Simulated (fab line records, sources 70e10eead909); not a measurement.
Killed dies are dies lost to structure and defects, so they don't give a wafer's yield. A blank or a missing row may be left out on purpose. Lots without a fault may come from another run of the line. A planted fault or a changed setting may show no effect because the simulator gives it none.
Which tool did it? | flow nand_harc | 13 lots, 39 wafers sampled, at 5 steps of a route of 1159

WHAT THE GAUGES READ, wafer by wafer
NHARC_END_SORT_01. Usual: defect_limited_yield 95.0 %, standard deviation 1.6; killed_at_array 30, standard deviation 10; killed_at_other 0.5, standard deviation 0.82; killed_at_periphery 2.9, standard deviation 2; killed_dies 34, standard deviation 11; killed_open 3.2, standard deviation 1.8; killed_short 2.0, standard deviation 1.4; sort_bin_2_pct 1.5 %, standard deviation 0.68; sort_bin_3_pct 0.28 %, standard deviation 0.21; sort_bin_4_pct 3.1 %, standard deviation 0.97; sort_n_pass 643, standard deviation 11; sort_rim_yield_pct 94.6 %, standard deviation 2.9; sort_yield_pct 95.0 %, standard deviation 1.6.
lot  | measured     | on        | defect_limited_yield (%) | killed_at_array | killed_at_other | killed_at_periphery | killed_dies | killed_open | killed_short | sort_bin_2_pct (%) | sort_bin_3_pct (%) | sort_bin_4_pct (%) | sort_n_pass | sort_rim_yield_pct (%) | sort_yield_pct (%) | flag
L412 | day 20 03:53 | prober-02 | 95.7 95.1 95.7           | 27 32 28        | 0 0 1           | 2 1 0               | 29 33 29    | 1 3 3       | 1 2 3        | 0.7 2.2 1.0        | 0.15 0 0.30        | 3.4 2.7 3.0        | 648 644 648 | 92.5 96.2 97.2         | 95.7 95.1 95.7     |
L421 | day 23 08:32 | prober-01 | 0 0 0                    | 15 16 17        | 660 657 654     | 2 4 6               | 677 677 677 | 1 5 3       | 1 2 3        | 98.2 98.1 97.2     | 0.15 0.30 0.30     | 1.6 1.6 2.5        | 0 0 0       | 0 0 0                  | 0 0 0              | OFF
L422 | day 23 16:49 | prober-02 | 0 0 0                    | 40 39 45        | 634 638 629     | 3 0 3               | 677 677 677 | 1 0 4       | 1 3 2        | 95.9 96.0 95.4     | 0 0.30 0.30        | 4.1 3.7 4.3        | 0 0 0       | 0 0 0                  | 0 0 0              | OFF
L427 | day 23 22:50 | prober-01 | 96.0 97.5 96.2           | 20 12 21        | 2 0 0           | 5 5 5               | 27 17 26    | 1 1 4       | 1 2 4        | 1.2 0.6 1.0        | 0.15 0.15 0.30     | 2.7 1.8 2.5        | 650 660 651 | 96.2 95.3 98.1         | 96.0 97.5 96.2     |

WHICH TOOL RAN EACH LOT (tool, then ch and the chambers of the sampled wafers, then the start)
lot  | NHARC_THIN_TSV_DEP_43           | NHARC_THIN_TSV_STRIP_45              | NHARC_THIN_TSV_PRE_CLEAN_54  | NHARC_THIN_TSV_PVD_24
L409 | pecvd-04 ch 0,2, day 19 04:09   | plasma_asher-01 ch 0,1, day 19 06:10 | pvd_sputter-01, day 19 10:40 | pvd_sputter-01, day 19 10:56
L410 | pecvd-04 ch 0,2, day 19 05:25   | plasma_asher-01 ch 0,1, day 19 07:17 | pvd_sputter-02, day 19 11:19 | pvd_sputter-02, day 19 11:32
L412 | pecvd-04 ch 0,1,2, day 19 06:56 | plasma_asher-02 ch 0,1, day 19 08:49 | pvd_sputter-03, day 19 12:35 | pvd_sputter-03, day 19 12:49
L421 | pecvd-01 ch 1,2, day 22 16:55   | plasma_asher-01 ch 0,1, day 22 18:53 | pvd_sputter-01, day 22 22:43 | pvd_sputter-01, day 22 22:59
L422 | pecvd-04 ch 1,2, day 22 18:11   | plasma_asher-02 ch 0,1, day 22 20:00 | pvd_sputter-01, day 23 00:05 | pvd_sputter-01, day 23 00:26
L427 | pecvd-04 ch 1,2, day 23 05:42   | plasma_asher-01 ch 0,1, day 23 07:49 | pvd_sputter-03, day 23 11:41 | pvd_sputter-03, day 23 11:55
L425 | pecvd-01 ch 0,2, day 23 08:13   | plasma_asher-01 ch 0,1, day 23 10:23 | pvd_sputter-03, day 23 14:31 | pvd_sputter-03, day 23 14:50
L426 | pecvd-01 ch 0,1, day 23 11:19   | plasma_asher-01 ch 0, day 23 14:21   | pvd_sputter-01, day 23 20:10 | pvd_sputter-01, day 23 20:29
L428 | pecvd-04 ch 0,1, day 23 15:45   | plasma_asher-01 ch 0,1, day 23 18:53 | pvd_sputter-03, day 23 22:48 | pvd_sputter-03, day 23 23:03
L429 | pecvd-04 ch 0,1,2, day 23 17:05 | plasma_asher-02 ch 0,1, day 23 19:53 | pvd_sputter-01, day 23 23:41 | pvd_sputter-01, day 23 23:54
L430 | pecvd-04 ch 0,1,2, day 23 22:43 | plasma_asher-02 ch 0,1, day 24 00:35 | pvd_sputter-01, day 24 04:26 | pvd_sputter-01, day 24 04:40
L432 | pecvd-04 ch 0,1,2, day 24 02:50 | plasma_asher-02 ch 0,1, day 24 04:41 | pvd_sputter-02, day 24 08:40 | pvd_sputter-02, day 24 08:54
L431 | pecvd-02 ch 0,2, day 24 09:56   | plasma_asher-01 ch 0,1, day 24 11:46 | pvd_sputter-01, day 24 15:44 | pvd_sputter-01, day 24 16:06
- NHARC_THIN_TSV_DEP_43: deposits SiO2, target thk 1328.5 nm.
- NHARC_THIN_TSV_STRIP_45: strips in O2.
- NHARC_THIN_TSV_PRE_CLEAN_54: time 30 s.
- NHARC_THIN_TSV_PVD_24: deposits Al, target thk 800 nm.

WHAT THE TOOLS THEMSELVES READ (means of the sampled wafers that have a number; where no wafer has one, the mark that the record gives instead)
NHARC_THIN_TSV_DEP_43. Usual: throttle_valve_pct 15.7 %, standard deviation 0.61.
lot  | tool     | throttle_valve_pct (%) | flag
L409 | pecvd-04 | 15.2                   |
L410 | pecvd-04 | 15.1                   |
L412 | pecvd-04 | 15.3                   |
L421 | pecvd-01 | 15.9                   |
L422 | pecvd-04 | 15.6                   |
L427 | pecvd-04 | 16.0                   |
L425 | pecvd-01 | 16.7                   |
L426 | pecvd-01 | 16.3                   |
L428 | pecvd-04 | 15.7                   |
L429 | pecvd-04 | 15.6                   |
L430 | pecvd-04 | 15.6                   |
L432 | pecvd-04 | 15.6                   |
L431 | pecvd-02 | 15.7                   |

NHARC_THIN_TSV_STRIP_45. Usual: drypump_motor_current_A 5.6 A, standard deviation 0.34; heater_power_w 314 W, standard deviation 19; temp_c 250.01 C, standard deviation 0.19.
lot  | tool            | drypump_motor_current_A (A) | heater_power_w (W) | temp_c (C) | flag
L409 | plasma_asher-01 | 5.9                         | 331                | 249.89     |
L410 | plasma_asher-01 | 5.8                         | 325                | 250.00     |
L412 | plasma_asher-02 | 5.5                         | 305                | 249.92     |
L421 | plasma_asher-01 | 5.6                         | 329                | 250.12     |
L422 | plasma_asher-02 | 5.4                         | 309                | 250.09     |
L427 | plasma_asher-01 | 5.8                         | 310                | 249.93     |
L425 | plasma_asher-01 | 5.6                         | 328                | 249.81     |
L426 | plasma_asher-01 | 5.4                         | 338                | 249.91     |
L428 | plasma_asher-01 | 5.6                         | 331                | 250.25     |
L429 | plasma_asher-02 | 5.4                         | 304                | 250.12     |
L430 | plasma_asher-02 | 5.4                         | 304                | 250.03     |
L432 | plasma_asher-02 | 5.4                         | 303                | 250.20     |
L431 | plasma_asher-01 | 5.6                         | 328                | 250.18     |

NHARC_THIN_TSV_PRE_CLEAN_54. Usual: heater_power_w 402 W, standard deviation 36.
lot  | tool           | heater_power_w (W) | flag
L409 | pvd_sputter-01 | 397                |
L410 | pvd_sputter-02 | 403                |
L412 | pvd_sputter-03 | 420                |
L421 | pvd_sputter-01 | 386                |
L422 | pvd_sputter-01 | 381                |
L427 | pvd_sputter-03 | 438                |
L425 | pvd_sputter-03 | 449                |
L426 | pvd_sputter-01 | 369                |
L428 | pvd_sputter-03 | 437                |
L429 | pvd_sputter-01 | 377                |
L430 | pvd_sputter-01 | 364                |
L432 | pvd_sputter-02 | 402                |
L431 | pvd_sputter-01 | 391                |

THE ANSWER, worked out from the rows above alone
Rule: a lot is off if the mean of its wafers that have a number lies more than 3 standard deviations from the usual mean. A lot without any number at a reading at which 4 lots or more have one is off too. The other lots that the step has rows for count as sound. The gauges are gone through in route order, then the tools' own readings, and for those a lot's mean is taken as printed above. The first step at which some lot is off is used, and at that step the reading that is off furthest; a lot without a number counts as furthest.
Off: L421, L422, at NHARC_END_SORT_01 (killed_at_other). Neither off nor sound, because the step has no rows for them: L409, L410, L425, L426, L428, L429, L430, L432, L431.
A tool fits if, at a process step before that reading, it ran every lot that is off, and no sound lot after the first of them. The gauges at NHARC_END_SORT_01 are tried like those tools. One fits: pvd_sputter-01 at NHARC_THIN_TSV_PRE_CLEAN_54 and NHARC_THIN_TSV_PVD_24. It ran no sound lot before its first lot that is off in this sample, so the start can't be narrowed down.
The tool's own readings at NHARC_THIN_TSV_PRE_CLEAN_54 bear it out: on the lots that are off they differ by more than 5 times the standard deviation of the sound lots' means. heater_power_w reads 384 W there against 429 W on the sound lots.

WHAT THE SIMULATOR HAD PUT IN
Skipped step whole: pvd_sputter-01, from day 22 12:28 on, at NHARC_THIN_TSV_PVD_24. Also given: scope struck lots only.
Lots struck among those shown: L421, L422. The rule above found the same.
